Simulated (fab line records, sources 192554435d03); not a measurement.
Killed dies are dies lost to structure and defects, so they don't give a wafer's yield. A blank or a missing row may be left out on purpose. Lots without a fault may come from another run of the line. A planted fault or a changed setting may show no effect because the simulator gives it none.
Chamber matching | flow n5_finfet | N5_MOL_CONTACT_COAG_ETCHBACK_132 on rie_diel-03: 4 sister chambers
The step etches SiO2 in CHF3, target depth 10 nm, time 6.7 s. 4 wafers are shown with their chamber, then 9 later ones without.

WAFERS WITH THEIR CHAMBER
wafer  | chamber | rf_vpp_V (V)
L080.4 | 3       | 497
L088.3 | 1       | 523
L089.4 | 0       | 529
L089.5 | 2       | 536

WAFERS WITHOUT THEIR CHAMBER
wafer  | rf_vpp_V (V)
L092.2 | 535
L092.3 | 529
L092.4 | 524
L093.1 | 524
L093.3 | 506
L093.6 | 535
L095.1 | 530
L095.3 | 537
L095.4 | 504

WHICH CHAMBER EACH WENT THROUGH
wafer  | from the rows above          | in truth
L092.2 | can't be placed: 2 or 0      | 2
L092.3 | can't be placed: 0 or 1 or 2 | 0
L092.4 | can't be placed: 1 or 0      | 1
L093.1 | can't be placed: 1 or 0      | 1
L093.3 | 3                            | 3
L093.6 | can't be placed: 2 or 0      | 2
L095.1 | can't be placed: 0 or 2 or 1 | 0
L095.3 | can't be placed: 2 or 0      | 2
L095.4 | 3                            | 3
Placed correctly: 2 of 9. Can't be placed from these rows: 7 (the true chamber is among the candidates in 7). Placed wrongly: 0.
How it was worked out, from the rows above alone: a wafer's distance from a chamber is the root of the sum, over the readings, of the square of ((its reading less the chamber's mean) divided by the reading's scatter). The wafer belongs to the nearest chamber; if the next one is less than 2 further off, it can't be placed. A chamber's mean is the mean of its shown wafers. The scatter: with one shown wafer a chamber, the root of the mean of the squares of how far each hidden wafer lies from its nearest shown one.
